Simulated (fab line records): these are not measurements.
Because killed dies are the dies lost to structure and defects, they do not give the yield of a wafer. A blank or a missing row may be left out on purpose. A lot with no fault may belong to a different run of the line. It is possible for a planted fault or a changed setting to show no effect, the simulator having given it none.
Split-lot experiment -- flow n5-finfet -- route with 1938 steps; 7 lots, 39 wafers read

== SPLIT DETAILS ==
At N5_HKMG_FIN_ALD_79 (deposits TiN, target thk 1.5 nm, pulse time 1 s, purge time 3 s), the setting ald-cycles was moved away from the recipe's 68 on 15 of the 39 wafers read, by -48.5% to +48.5%. For the rest of the wafers, this setting stayed at what the recipe calls for.

== FROM THE SPLIT TO THE READING: what the file shows between them, 3 steps ==
- N5_HKMG_FIN_CVD_62: deposits a-Si from Si2H6, target thk 3 nm, time 20.8 s
- N5_HKMG_FIN_RTA_80: time 2 s
- N5_HKMG_FIN_PRECLEAN_64: cleans in dHF, time 30 s

== THE READING ==
TiN_of_HKMG_FIN_ALD_79.thk-nm (the simulator's own value, which no gauge read), in nm, at N5_HKMG_FIN_WET_ETCH_65 (etches a-Si in TMAH, stops on TiN, time 49 s, target depth 3 nm). There is no usual value for it anywhere in the file. Here, 24 wafers ran the recipe; their average is 1.2 nm with a standard deviation of 0.066 nm.

wafer,"tool, chamber at the split",ald-cycles as run,against the recipe,"TiN_of_HKMG_FIN_ALD_79.thk-nm, nm",against lot-mates on the recipe
L074.1,"ald-metal-04, 0,1",78,+14.7%,1.4,+0.2
L074.6,"ald-metal-04, 0",78,+14.7%,1.4,+0.2
L074.2,"ald-metal-04, 2,3,1",68,recipe,1.2,-
L074.4,"ald-metal-04, 2,3,1",68,recipe,1.2,-
L074.5,"ald-metal-04, 2,3,1",68,recipe,1.2,-
L074.3,"ald-metal-04, 0,1",78,+14.7%,1.6,+0.4
L076.1,"ald-metal-01, 1,2,2",96,+41.2%,2,+0.7
L076.2,"ald-metal-01, 1,2,2",96,+41.2%,2,+0.7
L076.4,"ald-metal-01, 1,2,2",96,+41.2%,2,+0.7
L076.3,"ald-metal-01, 1,1,2",68,recipe,1.4,-
L076.5,"ald-metal-01, 1,1,2",68,recipe,1.2,-
L076.6,"ald-metal-01, 1,1,2",68,recipe,1.2,-
L080.1,"ald-metal-03, 2,0",68,recipe,1.2,-
L080.2,"ald-metal-03, 2,0",68,recipe,1.2,-
L080.3,"ald-metal-03, 3,1,2,3",68,recipe,1.2,-
L080.4,"ald-metal-03, 3,1,2,3",68,recipe,1.2,-
L080.5,"ald-metal-03, 3,1,2,3",68,recipe,1.2,-
L080.6,"ald-metal-03, 3,1,2,3",68,recipe,1.4,-
L087.1,"ald-metal-01, 2,3,1",35,-48.5%,0.6,-0.6
L087.3,"ald-metal-01, 2,3,1",35,-48.5%,0.6,-0.6
L087.5,"ald-metal-01, 2,3,1",35,-48.5%,0.6,-0.6
L087.2,"ald-metal-01, 1,0,2",68,recipe,1.2,-
L087.4,"ald-metal-01, 1,0,2",68,recipe,1.2,-
L087.6,"ald-metal-01, 1,0,2",68,recipe,1.2,-
L090.2,"ald-metal-01, 1,2,2",68,recipe,1.2,-
L090.4,"ald-metal-01, 1,2,2",68,recipe,1.2,-
L090.5,"ald-metal-01, 1,2,2",68,recipe,1.2,-
L094.1,"ald-metal-01, 3",68,recipe,1.4,-
L094.2,"ald-metal-01, 2,1,3",101,+48.5%,2,+0.7
L094.3,"ald-metal-01, 2,1,3",101,+48.5%,2,+0.7
L094.6,"ald-metal-01, 2,1,3",101,+48.5%,2,+0.7
L094.4,"ald-metal-01, 0",68,recipe,1.2,-
L094.5,"ald-metal-01, 0",68,recipe,1.2,-
L096.1,"ald-metal-03, 1,2,0",40,-41.2%,0.6,-0.6
L096.4,"ald-metal-03, 1,2,0",40,-41.2%,0.6,-0.6
L096.6,"ald-metal-03, 1,2,0",40,-41.2%,0.6,-0.6
L096.2,"ald-metal-03, 0,3,1",68,recipe,1.2,-
L096.3,"ald-metal-03, 0,3,1",68,recipe,1.2,-
L096.5,"ald-metal-03, 0,3,1",68,recipe,1.2,-
If several chambers appear in one row, that row covers several wafers at once and the file leaves open which wafer was in which chamber.

THE FIT
A straight line over all 39 wafers: TiN_of_HKMG_FIN_ALD_79.thk-nm changes by +0.0155 nm for each +1% of ald-cycles; r = +0.98; the points scatter about the line by 0.076 nm.
The same after taking each lot's own level away (the mean of its wafers on the recipe; 39 wafers): +0.0148 nm for each +1%; r = +0.98; scatter 0.071 nm.
According to that fit, moving ald-cycles by its largest amount changes the reading by 0.72 nm.
Measured against the standard deviation above, the lots' own levels, which go from 1.20 to 1.27 nm, span 1.0 times it.
The two slopes are in agreement: the lot-to-lot level therefore moves the slope only a little.
Check: for one of the wafers moved furthest among these (-48.5%), held out of the fit, the line's prediction against its lot-mates is -0.708 nm. Against them it came out at -0.6 nm.

== THE OTHER SPLITS THESE WAFERS WENT THROUGH ==
These wafers also went through other splits before the reading. Each is held against what the fit with the lots' levels taken away leaves over:
other split on the same wafers,wafers away from the commonest value,r with TiN_of_HKMG_FIN_ALD_79.thk-nm (lot level and that fit taken away)
N5_FIN_SAQP_HM_DEP_03 target-thk-a,12,-0.09
N5_FIN_CUT_CUT_ETCH_26 target-depth-a,15,-0.04

== THE WHOLE CHAIN: every reading that the file lists as answering this split, in the file's order ==
step,what it does,reading,change (the file's fit),r (the file's)
N5_HKMG_FIN_ALD_79,"deposits TiN, target thk 1.5 nm, pulse time 1 s, purge time 3 s","TiN_of_HKMG_FIN_ALD_79.thk-nm (the simulator's own value, which no gauge read)",+0.0143 nm for each +1% of the setting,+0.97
N5_HKMG_FIN_WET_ETCH_65,"etches a-Si in TMAH, stops on TiN, time 49 s, target depth 3 nm","TiN_of_HKMG_FIN_ALD_79.thk-nm (the simulator's own value, which no gauge read)",+0.0149 nm for each +1% of the setting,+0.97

== FILE'S OWN FIT ==
TiN_of_HKMG_FIN_ALD_79.thk-nm changes by +0.0149 nm for each +1% of ald-cycles, r = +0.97.
